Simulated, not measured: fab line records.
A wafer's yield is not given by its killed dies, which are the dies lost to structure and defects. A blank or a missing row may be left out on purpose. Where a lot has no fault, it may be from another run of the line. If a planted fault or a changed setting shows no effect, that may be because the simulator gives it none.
fab line records ; flow n5-finfet
record: lots: 4; wafers: 12; last-day: 16
route steps=1938 shown BEOL_M8@1381 BEOL_M9@1401 PASSIVATION@1936
lots with no fault: from the same line, run without faults
start-h: the number of hours between the record's first day and the start of the first shown wafer of the lot ; wait-h: hours since the lot's step before ; " identical to the entry in the row above ; L1.1+2: a single row standing in for several wafers ; - either no value or no given start ; * or withheld: withheld ; < > ~ a bound
route shown NAME@n: names a module that has steps shown in the file, with the first one's number in the route ; usual: average and standard deviation across the fault-free wafers ; same: alike in all rows ; chamber/n: place in a boat ; sites: the reading at each site ; _std_site: standard deviation across them ; _edge_site: inner sites' mean taken away from outer sites' mean ; radius-mm: for every site, how far away it sits from the centre of the wafer ; mask NAME#n: copy n ; behind: the most recent tool/chamber to have shaped the wafer ; hold: reason for holding the lot/hours on hold/outcome of the hold ; device: names the non-switching transistor (n, p or np) ; end of line: tests of these same wafers at the route's end ; a step without rows: its recipe alone ; killed: dies that structure and defects cost at the first sort, which is not the same as the wafer's yield ; map: a wafer's dies, x killed, . not, _ none there
set.NAME: the run value of the setting; set.NAME@STEP: its run value at that earlier step ; model.NAME: the simulator's own value behind a step, which no gauge read
lots at selected steps of the route; one table per step, one row per wafer
== steps ==
step: N5_BEOL_M8_HM_STRIP_39
recipe: chemistry: peroxide-tin-strip; material: TiN; target-depth-a: 250; temp-c: 50; time-s: 158
step: N5_BEOL_M8_SRD_40
recipe: time-s: 30; temp-c: 23; rinse-liquid: diw; dry: ipa-marangoni
step: N5_BEOL_M8_PRECLEAN_42
recipe: chemistry: residue-remover; time-s: 60; temp-c: 40
step: N5_BEOL_M8_SRD_43
recipe: time-s: 30; temp-c: 23; rinse-liquid: diw; dry: ipa-marangoni
step: N5_BEOL_M8_CURE_75
recipe: temp-c: 370; time-s: 120; ambient: DMADMS/He; material: SiCOH_lowk
step: N5_BEOL_M8_DEGAS_44
recipe: ambient: vacuum; temp-c: 250; time-s: 60
step: N5_BEOL_M8_PRE_CLEAN_45
recipe: gas: H2/He; time-s: 30; temp-c: 250
step: N5_BEOL_M8_ALD_77
recipe: material: TaN; target-thk-a: 20; temp-c: 275; ald-precursor-family: PDMAT; ald-co-reactant: NH3; pressure-torr: 3; carrier-flow-sccm: 1500; pulse-time-s: 2; purge-time-s: 3; co-reactant-purge-time-s: 2; co-reactant-pulse-time-s: 3; ald-cycles: 40; precursor-vessel-temp-c: 75; precursor-vessel-pressure-torr: 26.25; precursor-vessel-carrier-sccm: 1000
step: N5_BEOL_M8_SURFACE_TREAT_79
recipe: gas: Ar; time-s: *; ion-energy-ev: *; ion-current-ma-cm2: 0.5; pressure-mtorr: *; ar-flow-sccm: 30
step: N5_BEOL_M8_CVD_78
recipe: material: Co; target-thk-a: 20; temp-c: withheld; precursor: CCTBA/H2; pressure-torr: 30; time-s: 142.3
step: N5_BEOL_M8_SPUTTER_48
recipe: material: Cu; target-thk-a: 100; temp-c: -20; bias-v: 60; power-w: 26000; chamber-pressure-pa: 0.13; time-s: 1.667
step: N5_BEOL_M8_ECD_50
recipe: material: Cu; target-thk-a: 3000
lot.wafer;tool;chamber;start-h;wait-h
L325.1+5+6;ecd-cu-01;1,0,1;238.24;0.1
L328.1+2+6;ecd-cu-02;1,0,0;254.93;0.1
L332.1+3+5;ecd-cu-02;0,1,0;287.79;0.1
L335.3+4+5;ecd-cu-02;0,1,0;302.11;0.1
step: N5_BEOL_M8_ANNEAL_51
recipe: temp-c: 225; time-s: 90; ambient: N2
step: N5_BEOL_M8_CMP_52
recipe: stop-on: SiCOH_lowk; t-overpolish-s: 6.9; down-force-psi: 1; platen-rpm: 50; clearing-platen-down-force-psi: 1.5; clearing-platen-rpm: 50; post-cmp-clean: cu-alkaline; target-thk-nm: 80; clearing-platen-pad-velocity-m-s: 0.99484; pad-velocity-m-s: 0.99484
step: N5_BEOL_M8_PRE_CLEAN_55
recipe: gas: NH3; time-s: 15; temp-c: withheld; rf-power-w: 300
step: N5_BEOL_M8_DEP_56
recipe: material: SiCN; target-thk-a: 100; temp-c: withheld; precursor: 3MS/NH3; pressure-torr: 3; rf-w: 202; time-s: 17.5
step: N5_BEOL_M9_ILD_DEP_00
recipe: material: SiCOH_lowk; target-thk-a: 3085.1; temp-c: 300; precursor: DEMS/porogen; pressure-torr: 5; rf-w: 500; time-s: 58
step: N5_BEOL_M9_CURE_71
recipe: temp-c: 385; time-s: 240; ambient: He/Ar; material: SiCOH_lowk
step: N5_BEOL_M9_PECVD_70
recipe: material: SiO2; target-thk-a: 200; temp-c: 400; precursor: TEOS/O2; pressure-torr: 5.5; rf-w: 450; teos-flow-sccm: 53.8; gas: O2; flow-sccm: 3000; time-s: 22.7
step: N5_BEOL_M9_HM_DEP_02
recipe: material: TiN; target-thk-a: 200; temp-c: 25; chamber-pressure-pa: 0.49996
step: N5_BEOL_M9_COAT_59
recipe: resist: SOC; temp-c: 250; time-s: 60; spin-rpm: 1500; resist-thk-nm: 100
step: N5_BEOL_M9_COAT_60
recipe: resist: SiARC; temp-c: 220; time-s: 60; spin-rpm: 1500; resist-thk-nm: 30
step: N5_BEOL_M9_COAT_05
recipe: resist: CAR-ArF; spin-rpm: 1500; resist-thk-nm: 90
step: N5_BEOL_M9_EBR_07
recipe: solvent: PGMEA; ebr-width-mm: 1.5
step: N5_BEOL_M9_SOFTBAKE_06
recipe: temp-c: 110; time-s: 60; resist: CAR-ArF
step: N5_BEOL_M9_EXPOSE_08
recipe: mask-id: M9; na: 1.35; source-shape: dipole; sigma-inner: 0.411; sigma-outer: 0.611; polarization: te; dose-mj: 53.75
step: N5_BEOL_M9_PEB_09
recipe: peb-temp-c: withheld; peb-time-s: 60; resist: CAR-ArF
step: N5_BEOL_M9_DEVELOP_10
recipe: develop-time-s: 30; developer: TMAH; resist: CAR-ArF; rinse-liquid: diw; dry: air-spin; dev-temp-c: 23
step: N5_BEOL_M9_DESCUM_16
recipe: chemistry: O2; time-s: 7.9; source-power-w: 50; bias-power-w: 20; pressure-mtorr: 20; rf-frequency-hz: 2.712e+07; temp-c: 40; resist: CAR-ArF; o2-flow-sccm: 225
step: N5_BEOL_M9_ETCH_61
recipe: chemistry: CF4; target: SiARC; target-depth-a: 390; mask-material: CAR-ArF; time-s: 65; ion-energy-ev: 80; pressure-mtorr: 40; source-w: 545; bias-w: 36; Ar_flow_sccm: 100; cf4-flow-sccm: 100; ends: cleared
step: N5_BEOL_M9_ETCH_62
recipe: chemistry: N2/H2; target: SOC; target-depth-a: 1100; overetch-a: 220; mask-material: SiARC; temp-c: 40; time-s: 165; ion-energy-ev: 200; pressure-mtorr: 30; source-w: 840; bias-w: 150; n2-flow-sccm: 200; h2-flow-sccm: 200
step: N5_BEOL_M9_STRIP_68
recipe: chemistry: N2/H2; temp-c: 40; n2-flow-sccm: 200; h2-flow-sccm: 200; rf-frequency-hz: 6e+07
step: N5_BEOL_M9_STRIP_67
recipe: chemistry: CF4; resist: SiARC; power-w: 300; bias-power-w: 75; pressure-mtorr: 50; cf4-flow-sccm: 150; rf-frequency-hz: 6e+07
step: N5_BEOL_M9_HM_OPEN_17
recipe: chemistry: Cl2/BCl3; target-depth-a: 200; overetch-a: 60; target: TiN; mask-material: SOC; ion-energy-ev: 150; pressure-mtorr: 10; icp-w: 1000; bias-w: 126; Cl2_flow_sccm: 53.25; bcl3-flow-sccm: 21.75; Ar_flow_sccm: 25
step: N5_PASSIVATION_PROBE_49
usual: defect-limited-yield: 90.9/1.5; killed_at_M0_to_M3: 35/10; killed_at_M4_up: 14/5.2; killed-at-contacts: 13/7.3; killed-at-front-end: 42/12; killed-at-other: 3.4/2.5; killed-dies: 108/18; killed-on-rim: 14/4.2; killed-open: 70/13; killed-short: 35/8; sort_bin_5_function: 5.4/1; sort_bin_6_memory: 3.4/0.71; sort-n-pass: 1072/18; sort-yield-pct: 90.9/1.5
same: gross-dies: 1180; killed-at-back-side: 0; sort_bin_4_leakage[%]: 0; sort_bin_8_speed[%]: 0
lot.wafer;tool;chamber;start-h;wait-h;defect-limited-yield[%];killed_at_M0_to_M3;killed_at_M4_up;killed-at-contacts;killed-at-front-end;killed-at-other;killed-dies;killed-on-rim;killed-open;killed-short;sort_bin_5_function[%];sort_bin_6_memory[%];sort-n-pass;sort-yield-pct[%]
L332.3;prober-01;-;366.45;0.1;60.2;20;381;7;59;3;470;56;67;28;24.7;13.3;710;60.2
L335.4;prober-02;-;376.72;0.2;58.1;44;398;14;38;1;495;59;73;38;26.5;12.9;685;58.1
killed by level:class
L332.3 BEOL_M8:unspecified=374 STI_FIN_REVEAL:geometric-particle:open=22 FIN_SAQP:geometric-particle:short=9 DUMMY_GATE:geometric-particle:open=9 MOL_CONTACT_COAG:geometric-particle:open=6 BEOL_M2:geometric-particle:open=5 FIN_SAQP:geometric-particle:open=4 BEOL_M1:geometric-particle:open=4
L335.4 BEOL_M8:unspecified=382 BEOL_M0_SAQP:geometric-particle:short=15 STI_FIN_REVEAL:geometric-particle:open=14 BEOL_M0_SAQP:geometric-particle:open=12 MOL_CONTACT_COAG:geometric-particle:open=11 FIN_SAQP:geometric-particle:open=6 BEOL_M4:geometric-particle:open=6 FIN_SAQP:geometric-particle:short=5
map L332.3 (x killed, . not)
_________________.x..x.x..x..________________
______________..xx.xx..x..xx.x.._____________
___________xxxx..x.x.xx.....x.x.xx.__________
__________.xx..x....x.x.xxxx....x..._________
________..x..xxx..xx........x.x.x....._______
_______.x.x.xxxx.......xxx.x.x...x...x.______
______x..........x..x....x....x...x.x..._____
_____x.x...xxx.xx...xx..xx.x.x....x..x..x____
____x.xx....x.xx.x.x..x....xxxx.x.x.xx..x.___
___x.x.xxxxxx..x.xx.xx..xx..x.xx.xx....x.x.__
___.x...x.xx...x..x.xxx..xx......xx.xx..x.x__
__.x.x.....x..x.x..xxxxx..x.xx..xx.xxx.x..xx_
__x.x.xx.......x.x.xxx...xx....x.x.x....x..._
_xx.xx.x..xx.xx...xxx..xxxxx..x.xx.......x...
_..x..x......xxx..x....x...xxx..x..x.xx..xxxx
_..xxxx...........x..xx..x..xxxxx.xx.x..xx...
_xxx..x..xx..x.....xxx.x.....x.xxx.x..x......
_xxx.x.x.xx.x.x.x...........x...x....x..xx.x.
_........x.x.xx...x...xx.xxx.xxx..xx..x..x..x
_.x..x...x.xx..xxxx.x.x...x.x.xx...x..x.x...x
_x.xx..x....xxxxxx...x.xx..x.x......x...x....
__x.xx.x.x.xx......xxx.xx..x.xxx.xxx...x.x.x_
__x..x.xx.xx..x.xxxxxx...x..xx.x..x.....xx.x_
___.x.......x.x...x..x.....x....xx..xx.xxx.__
___..xx.....x...x.xxx.....xxxxx.x.x....x...__
____xxxx..xx.xx.....x..x...x.....x.....x..___
_____x..x..xx...........x..xx..x.....xx.x____
______.xx..x.x..x..x.x.x.....x....x...x._____
_______x....x..x....xx.xx.xxx.x..x.x...______
________.x......x......x.x.xx...xx...x_______
__________...x.xx.x.x.....x..x...x.._________
___________x....xx...xxx.xx.x.....x__________
______________......x.xx..x...x._____________
_________________x....x...x..________________
map L335.4 (x killed, . not)
_________________....xx....x.________________
______________xxx.x...x.x.x.x.x._____________
___________.x..xx.x..xx..x..xx.....__________
__________xx.xxxxxxx....x....x.x...x_________
________...xx.......x..x.x..x.x.x..x.._______
_______..x.x.x......xx.xxxx.....x..xx..______
______.xxx..x......xxxx.x..xxx..x..x...._____
_____.xx.x..xx..x...........x..x......xx.____
____.xxxx..xx...xxxxxx....x...xx.x...x..xx___
___.xx...xx.xxxx..xx.xx.xx....xxxx.xx...xxx__
___x..x.x...x..x.x.x...x.x....x.x..x.x.x.x.__
__.x.xx.xxx.x..x.x..xxxx..xx....x..xx......._
__.xx.xxx.x..xx.xxxx.x.xx.x...x.xxx.x....x.._
_.....xx...xxx..xxxxx.x.xx.x.x.xxxx...x...x..
_x...xx..x.xxx.x..xxx..xx.....xxx..xxxx.x...x
_xxx.x...xxxx..xxxxxx.x.x.x.xx.xx.xx.x.x...xx
_xx....xx...x.x.x........xxx.x.x.xx.x.x.xx...
_xxx.....xx....x.x.....xx....xx..xxxx.x.x..x.
_.x.xx.x.xxxxx...x.xx..x.....xx.x..x.....x.x.
_xx......x.xx..x....x.xx...x..xx.x....xx....x
_x..xx.x.x..x..xxxxx...xxx...x....x..x.....x.
__x...xxxx..xxxx..x.x..x..xx.x.....xx...x..._
__...xx.xx....x...xx...x....x....x....x.x.xx_
___....x..x.x..x.x..x.xx........xx.x...xxx.__
___...x.xx...xx.x.xxx......x..x......x.xxx.__
____x.xxx.....xx.x....xxxx.x.xxxx....xx..x___
_____x.xxx..x...x.x......x..x.xx.x.x..xx.____
______................xx.x...xx....xx.xx_____
_______..xxxx.xx....x.....x.x......xx..______
________.x..x...x..x..x.x.x..xx.xx...x_______
__________x.x...x...xxxx....x..xxxx._________
___________...x...xxxx.x.xx...xx...__________
______________.x..x......x....xx_____________
_________________.xx.x.xx.x..________________
== key ==
first-sign: step: N5_PASSIVATION_PROBE_49; reading: killed_at_M4_up; direction: up; sigmas: 72; usual: 14; struck: 390
effect: step: N5_PASSIVATION_PROBE_49; reading: defect-limited-yield; direction: down; sigmas: 21; usual: 90.9; struck: 59.1
more-kills-born-at: N5_BEOL_M8_ECD_50@ecd-cu-02: 756
met-at N5_BEOL_M8_ECD_50
struck-wafers L332.3,L335.4
onset-between 254.93 287.79
fault: kind: chamber-particle-source; tool: ecd-cu-02; chamber: 1; onset-h: 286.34; steps: N5_BEOL_M8_ECD_50; rate-per-visit-cm2: 0.80357; end-h: 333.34
